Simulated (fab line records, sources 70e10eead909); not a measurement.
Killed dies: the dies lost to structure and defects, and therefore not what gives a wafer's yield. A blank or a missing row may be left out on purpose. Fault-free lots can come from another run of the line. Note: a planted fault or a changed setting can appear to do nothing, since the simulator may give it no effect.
fab line records	flow nandHarc
record: lots: 13	wafers: 39	lastDay: 34
route steps=1302 shown A_ZERO_WELL@405 A_SOURCE_PLATE@416 END@1302
lots with no fault: from the same line, run without faults
startH: start of the lot's first displayed wafer, in hours after the record's first day	waitH: hours elapsed since this lot's preceding step	" as in the row above	L1.1+2: a single row standing in for several wafers	- value missing, or start not given	* or withheld: withheld	< > ~ a bound
route shown NAME@n: names a module that has steps shown in the file, with the first one's number in the route	usual: average and standard deviation across the fault-free wafers	same: alike in all rows	chamber/n: place in a boat	sites: per-site readings	_std_site: the standard deviation of these	_edge_site: inner sites' mean taken away from outer sites' mean	radiusMm: how far each site lies from the wafer's centre	mask NAME#n: copy n	behind: the most recent tool/chamber to have shaped the wafer	hold: reason for holding the lot/hours on hold/outcome of the hold	device: which transistor (n, p or np) failed to switch	end of line: tests run on the same wafers once the route is complete	step lacking rows: just its recipe	killed: not the wafer's yield, but the dies lost to structure and defects at the first sort	map: the dies of a wafer, with x for killed, . for not killed, _ for no die there
set.NAME: the setting as run; set.NAME@STEP: as run at that earlier step	model.NAME: the simulator's own value behind a step, which no gauge read
one table for each step of the route and one row for each wafer, over a sample of lots
services: from which hour (startH, from the record's first day; less than 0 if before it) a tool's chamber was out of use, for how many hours, and why
== steps ==
step: NHARC_A_ZERO_WELL_ETCH_13
recipe: targetDepthA: 1200	timeS: 40.1	hbrFlowSccm: 150	cl2FlowSccm: 50	rfW: 400	icpW: 400	biasW: 100	chemistry: HBr/Cl2
usual: drypumpMotorCurrentA: 5.6/0.37	oesProductAu: 1.007/0.011	throttleValvePct: 26.406/0.0079
lot.wafer	tool	chamber	startH	waitH	drypumpMotorCurrentA	oesProductAu	rfHoursCounterH	throttleValvePct
L727.3	rieSi-06	1	141.48	-	5.5	1.012	0.4	26.402
L727.1	"	0	"	"	5.7	1.017	0.4	26.404
L727.5	"	2	"	"	5.3	0.993	-	26.414
L728.3	rieSi-05	3	144.54	-	6.5	1.004	0.0	26.400
L728.4	"	0	"	"	5.9	1.020	0.1	26.413
L728.1	"	1	"	"	5.1	0.994	0.1	26.406
L730.3	rieSi-05	0	172.81	-	5.9	1.011	0.3	26.409
L730.6	"	2	"	"	5.9	1.005	-	26.404
L730.5	"	3	"	"	6.5	1.003	-	26.399
L731.3	rieSi-05	3	177.86	-	6.5	0.993	0.3	26.406
L731.4	"	2	"	"	5.9	1.003	-	26.400
L731.6	"	3	"	"	6.5	0.990	-	26.400
L732.4	rieSi-04	2	183.17	-	5.9	1.017	0.1	26.398
L732.1	"	3	"	"	5.0	1.020	0.1	26.400
L732.5	"	1	"	"	5.4	1.013	-	26.411
L736.1	rieSi-06	3	228.03	-	5.4	0.997	0.9	26.408
L736.3	"	0	"	"	5.7	1.017	1.0	26.402
L736.2	"	1	"	"	5.5	1.004	1.0	26.408
L737.2	rieSi-04	2	240.94	-	5.9	1.014	0.3	26.419
L737.3	"	1	"	"	5.4	1.019	0.4	26.401
L737.6	"	2	"	"	5.9	1.018	-	26.392
L739.2	rieSi-04	0	261.58	-	5.8	1.019	0.7	26.405
L739.5	"	1	"	"	5.4	1.027	-	26.409
L739.6	"	3	"	"	5.0	1.016	-	26.402
L746.3	rieSi-04	0	329.92	-	5.8	1.010	1.2	26.407
L746.2	"	2	"	"	5.9	1.029	0.9	26.406
L746.4	"	3	"	"	5.0	1.005	1.0	26.410
L747.4	rieSi-06	1	347.44	-	5.6	1.002	0.7	26.420
L747.6	"	0	"	"	5.7	1.000	-	26.412
L747.5	"	1	"	"	5.6	1.004	-	26.414
L748.2	rieSi-04	1	359.60	-	5.4	0.996	0.0	26.413
L748.4	"	2	"	"	5.9	1.011	0.0	26.413
L748.5	"	0	"	"	5.8	1.015	-	26.409
L749.1	rieSi-05	2	361.91	-	5.9	0.999	0.3	26.409
L749.4	"	3	"	"	6.6	0.965	0.3	26.404
L749.5	"	1	"	"	5.1	0.992	-	26.413
L750.3	rieSi-04	3	369.17	-	5.0	0.993	0.1	26.407
L750.1	"	0	"	"	5.8	1.024	0.2	26.403
L750.5	"	0	"	"	5.8	1.022	-	26.397
step: NHARC_A_ZERO_WELL_RTA_16
recipe: tempC: 1000	timeS: 10
usual: lampPowerPct: 27.5/0.58	wafer_temp_C_max: 1004.6/0.95
lot.wafer	tool	chamber	startH	waitH	lampPowerPct	wafer_temp_C_max
L727.1	rtpAnneal-02	0	142.54	-	27.0	1003.9
L727.3	"	0	"	"	27.1	1004.7
L727.5	"	0	"	"	27.0	1005.5
L728.1	rtpAnneal-01	0	145.44	-	28.2	1005.7
L728.3	"	0	"	"	28.2	1003.7
L728.4	"	0	"	"	28.2	1005.8
L730.3	rtpAnneal-01	0	173.80	-	28.2	1005.0
L730.5	"	0	"	"	28.2	1006.9
L730.6	"	0	"	"	28.2	1004.1
L731.3	rtpAnneal-02	0	178.81	-	27.0	1003.8
L731.4	"	0	"	"	27.0	1005.7
L731.6	"	0	"	"	27.0	1004.7
L732.1	rtpAnneal-02	0	184.05	-	27.0	1005.8
L732.4	"	0	"	"	27.1	1005.5
L732.5	"	0	"	"	27.0	1005.5
L736.1	rtpAnneal-02	0	228.94	-	27.1	1004.0
L736.2	"	0	"	"	27.1	1003.5
L736.3	"	0	"	"	27.1	1004.6
L737.2	rtpAnneal-01	0	241.87	-	28.2	1004.8
L737.3	"	0	"	"	28.2	1005.0
L737.6	"	0	"	"	28.2	1004.2
L739.2	rtpAnneal-02	0	262.54	-	27.0	1005.0
L739.5	"	0	"	"	27.0	1003.9
L739.6	"	0	"	"	27.0	1006.1
L746.2	rtpAnneal-02	0	330.85	-	27.0	1004.2
L746.3	"	0	"	"	27.0	1004.5
L746.4	"	0	"	"	27.0	1003.0
L747.4	rtpAnneal-02	0	348.42	-	27.0	1003.7
L747.5	"	0	"	"	27.1	1003.6
L747.6	"	0	"	"	27.0	1005.3
L748.2	rtpAnneal-01	0	360.51	-	28.2	1004.6
L748.4	"	0	"	"	28.2	1004.7
L748.5	"	0	"	"	28.2	1003.5
L749.1	rtpAnneal-01	0	362.80	-	28.2	1004.6
L749.4	"	0	"	"	28.2	1003.0
L749.5	"	0	"	"	28.2	1005.5
L750.1	rtpAnneal-01	0	370.07	-	28.3	1004.2
L750.3	"	0	"	"	28.3	1004.7
L750.5	"	0	"	"	28.2	1005.3
step: NHARC_A_SOURCE_PLATE_THK_MEAS_09
recipe: thkMeasGauge: ellipsometry
usual: thkNm: 9.7/1.1
lot.wafer	tool	chamber	startH	waitH	thkNm
L727.1	filmMetro-01	-	150.06	0.4	11.0
L727.3	"	-	"	"	8.0
L727.5	"	-	"	"	9.1
L728.1	filmMetro-02	-	150.06	0.4	9.4
L728.3	"	-	"	"	8.5
L728.4	"	-	"	"	11.2
L730.3	filmMetro-02	-	180.75	0.4	10.9
L730.5	"	-	"	"	9.2
L730.6	"	-	"	"	11.1
L731.3	filmMetro-02	-	185.72	0.4	10.1
L731.4	"	-	"	"	10.5
L731.6	"	-	"	"	11.0
L732.1	filmMetro-02	-	191.45	0.4	9.7
L732.4	"	-	"	"	10.3
L732.5	"	-	"	"	7.6
L736.1	filmMetro-02	-	236.50	0.4	9.0
L736.2	"	-	"	"	9.6
L736.3	"	-	"	"	11.0
L737.2	filmMetro-02	-	248.83	0.4	10.2
L737.3	"	-	"	"	10.0
L737.6	"	-	"	"	9.1
L739.2	filmMetro-02	-	271.19	0.4	8.8
L739.5	"	-	"	"	10.0
L739.6	"	-	"	"	9.2
L746.2	filmMetro-02	-	337.89	0.4	8.6
L746.3	"	-	"	"	10.7
L746.4	"	-	"	"	9.8
L747.4	filmMetro-02	-	356.08	0.4	9.6
L747.5	"	-	"	"	10.1
L747.6	"	-	"	"	6.9
L749.1	filmMetro-02	-	367.95	0.4	9.3
L749.4	"	-	"	"	10.1
L749.5	"	-	"	"	10.5
L748.2	filmMetro-01	-	367.95	0.4	9.5
L748.4	"	-	"	"	8.9
L748.5	"	-	"	"	8.7
L750.1	filmMetro-01	-	377.06	0.4	7.9
L750.3	"	-	"	"	9.7
L750.5	"	-	"	"	9.2
step: NHARC_A_SOURCE_PLATE_CVD_03
recipe: targetThkA: 2000	tempC: 620	pressureMtorr: 200	timeS: 4000	material: poly-Si
usual: tubeCenterTempC: 620/0.056
lot.wafer	tool	chamber	startH	waitH	tubeCenterTempC
L727.1	lpcvdPoly-04	0	152.65	-	620.15
L727.3	"	0	"	"	619.98
L727.5	"	0	"	"	619.89
L728.1	lpcvdPoly-04	0	152.65	-	620.02
L728.3	"	0	"	"	620.11
L728.4	"	0	"	"	619.99
L730.3	lpcvdPoly-04	0	183.33	-	620
L730.5	"	0	"	"	620.01
L730.6	"	0	"	"	619.96
L731.3	lpcvdPoly-01	0	188.20	-	620.03
L731.4	"	0	"	"	620.04
L731.6	"	0	"	"	620.08
L732.1	lpcvdPoly-02	0	194.02	-	620.04
L732.4	"	0	"	"	620.02
L732.5	"	0	"	"	620.03
L736.1	lpcvdPoly-02	0	239.07	-	619.96
L736.2	"	0	"	"	619.96
L736.3	"	0	"	"	619.91
L737.2	lpcvdPoly-02	0	251.41	-	620.01
L737.3	"	0	"	"	620.03
L737.6	"	0	"	"	620.02
L739.2	lpcvdPoly-02	0	273.76	-	619.99
L739.5	"	0	"	"	619.86
L739.6	"	0	"	"	619.85
L746.2	lpcvdPoly-02	0	340.46	-	619.98
L746.3	"	0	"	"	619.95
L746.4	"	0	"	"	620.13
L747.4	lpcvdPoly-02	0	358.71	-	620.03
L747.5	"	0	"	"	619.9
L747.6	"	0	"	"	620.03
L748.2	lpcvdPoly-02	0	370.54	-	620.17
L748.4	"	0	"	"	619.96
L748.5	"	0	"	"	620.01
L749.1	lpcvdPoly-02	0	370.54	-	619.99
L749.4	"	0	"	"	620.05
L749.5	"	0	"	"	620.06
L750.1	lpcvdPoly-04	0	379.65	-	620.04
L750.3	"	0	"	"	619.91
L750.5	"	0	"	"	619.86
step: NHARC_A_SOURCE_PLATE_INSPECT_08
usual: rawDefectCount: 55/22
lot.wafer	tool	chamber	startH	waitH	rawDefectCount
L727.1	defectInspect-02	-	163.11	0.0	69
L727.3	"	-	"	"	86
L727.5	"	-	"	"	70
L728.1	defectInspect-02	-	163.17	0.0	32
L728.3	"	-	"	"	24
L728.4	"	-	"	"	63
L730.3	defectInspect-02	-	193.79	0.0	29
L730.5	"	-	"	"	42
L730.6	"	-	"	"	30
L731.3	defectInspect-01	-	198.72	0.0	58
L731.4	"	-	"	"	50
L731.6	"	-	"	"	40
L732.1	defectInspect-01	-	204.59	0.0	49
L732.4	"	-	"	"	39
L732.5	"	-	"	"	79
L736.1	defectInspect-02	-	252.23	0.0	30
L736.2	"	-	"	"	42
L736.3	"	-	"	"	43
L737.2	defectInspect-02	-	261.43	0.0	348
L737.3	"	-	"	"	334
L737.6	"	-	"	"	325
L739.2	defectInspect-01	-	286.47	0.0	331
L739.5	"	-	"	"	374
L739.6	"	-	"	"	319
L746.2	defectInspect-02	-	350.84	0.0	73
L746.3	"	-	"	"	88
L746.4	"	-	"	"	94
L747.4	defectInspect-02	-	368.87	0.0	26
L747.5	"	-	"	"	82
L747.6	"	-	"	"	48
L748.2	defectInspect-02	-	381.03	0.0	57
L748.4	"	-	"	"	50
L748.5	"	-	"	"	50
L749.1	defectInspect-02	-	381.03	0.0	64
L749.4	"	-	"	"	52
L749.5	"	-	"	"	42
L750.1	defectInspect-01	-	393.41	0.0	38
L750.3	"	-	"	"	40
L750.5	"	-	"	"	52
step: NHARC_END_SORT_01
recipe: tempC: 25
usual: killedAtArray: 56/19	killedAtOther: 1.0/1.3	killedAtPeriphery: 3.8/2.2	killedDies: 61/19	killedOpen: 3.1/1.9	killedShort: 2.3/1.5
same: grossDies: 677
lot.wafer	tool	chamber	startH	waitH	killedAtArray	killedAtOther	killedAtPeriphery	killedDies	killedOpen	killedShort
L737.2	prober-01	0	649.16	2.8	115	2	5	122	3	2
L737.3	prober-01	0	649.96	3.1	120	2	6	128	3	1
L737.6	prober-01	0	652.35	4.0	121	2	3	126	2	2
L739.2	prober-01	0	681.76	2.8	96	0	3	99	2	2
L739.5	prober-01	0	684.19	3.7	97	1	4	102	1	2
L739.6	prober-01	0	685.00	4.0	84	0	4	88	3	1
killed by level:class
L737.2 A_SOURCE_PLATE:unspecified=64 A_SLIT:chamberFilmFlake=21 A_CHANNEL_HOLE_D1:chamberFilmFlake=6 A_CHANNEL_HOLE_D2:chamberFilmFlake=6 A_STAIRCASE:chamberFilmFlake=4 A_CONTACT:chamberFilmFlake=4 A_BLC:chamberFilmFlake=3 A_ONON_D1:geometricParticle:open=2
L737.3 A_SOURCE_PLATE:unspecified=63 A_SLIT:chamberFilmFlake=24 A_CHANNEL_HOLE_D1:chamberFilmFlake=11 A_STAIRCASE:chamberFilmFlake=7 A_CHANNEL_HOLE_D2:chamberFilmFlake=7 A_BLC:chamberFilmFlake=3 P_CONTACT:chamberFilmFlake=2 A_CONTACT:chamberFilmFlake=2
L737.6 A_SOURCE_PLATE:unspecified=69 A_SLIT:chamberFilmFlake=28 A_CHANNEL_HOLE_D2:chamberFilmFlake=8 A_STAIRCASE:chamberFilmFlake=5 A_CONTACT:chamberFilmFlake=4 THIN_TSV:chamberFilmFlake=2 P_M1:geometricParticle:open=1 A_CHANNEL_FILL_D1:geometricParticle:open=1
L739.2 A_SOURCE_PLATE:unspecified=74 A_CHANNEL_HOLE_D1:chamberFilmFlake=7 P_CONTACT:chamberFilmFlake=3 A_STAIRCASE:chamberFilmFlake=3 A_SLIT:chamberFilmFlake=3 A_WL_FILL:chamberFilmFlake=2 A_CHANNEL_FILL_D1:geometricParticle:open=1 A_CHANNEL_FILL_D1:geometricParticle:short=1
L739.5 A_SOURCE_PLATE:unspecified=78 A_CHANNEL_HOLE_D1:chamberFilmFlake=9 A_BLC:chamberFilmFlake=4 P_CONTACT:chamberFilmFlake=3 A_WL_FILL:chamberFilmFlake=2 P_CONTACT:geometricParticle:short=1 A_SOURCE_PLATE:geometricParticle:open=1 A_ONON_D1:geometricParticle:short=1
L739.6 A_SOURCE_PLATE:unspecified=71 A_CHANNEL_HOLE_D1:chamberFilmFlake=6 P_STI:chamberFilmFlake=2 A_STAIRCASE:chamberFilmFlake=2 P_GATE:geometricParticle:open=1 P_M2:geometricParticle:open=1 A_DECK1_JOINT:geometricParticle:short=1 A_CONTACT:geometricParticle:open=1
== services ==
tool	chamber	startH	hours	kind
rieSi-05	-	128.04	9.0	pm
rieSi-05	1	148.19	37.6	repair
rieSi-04	-	165.00	9.0	pm
rieSi-04	0	165.00	9.0	ventCycle
rieSi-04	1	165.00	9.0	ventCycle
rieSi-04	2	165.00	9.0	ventCycle
lpcvdPoly-02	-	206.00	26.0	pm
rieSi-05	0	210.67	5.0	repair
rieSi-06	0	213.32	8.2	repair
rieSi-06	1	228.97	6.6	repair
rieSi-04	2	234.33	6.5	repair
rieSi-06	0	240.35	2.0	repair
rieSi-06	-	249.00	9.0	pm
rieSi-04	2	257.13	6.6	repair
rieSi-04	-	260.45	0.4	repair
rieSi-05	-	305.04	9.0	pm
rieSi-04	3	305.17	3.8	repair
rieSi-06	-	309.81	3.1	repair
rieSi-06	3	319.49	15.3	repair
rieSi-04	-	342.00	9.0	pm
rieSi-05	0	362.98	13.3	repair
rieSi-06	1	363.19	9.3	repair
rtpAnneal-01	-	372.00	12.0	pm
rieSi-05	2	376.03	1.9	repair
== key ==
firstSign: step: NHARC_A_SOURCE_PLATE_INSPECT_08	reading: rawDefectCount	direction: up	sigmas: 13	usual: 55	struck: 338
effect: step: NHARC_END_SORT_01	reading: killedDies	direction: up	sigmas: 2.6	usual: 61	struck: 111
moreKillsBornAt: NHARC_A_SOURCE_PLATE_CVD_03@lpcvdPoly-02: 419
metAt NHARC_A_SOURCE_PLATE_CVD_03
struckLots L737,L739
testerLeftOut L737,L739
notActingAt NHARC_A_ZERO_WELL_ETCH_13,NHARC_A_ZERO_WELL_RTA_16,NHARC_A_SOURCE_PLATE_THK_MEAS_09
onsetBetween 239.07 251.41
fault: kind: chamberParticleSource	tool: lpcvdPoly-02	chamber: -	onsetH: 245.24	steps: NHARC_A_SOURCE_PLATE_CVD_03	ratePerVisitCm2: 0.42706	endH: 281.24
testerLeftOut: of these lots the tester's yield and bins aren't shown, on N5 and GAA mostly nor the transistor test; their killed dies are dies lost to structure and defects alone, not to doping, threshold or leakage, so they don't give the yield
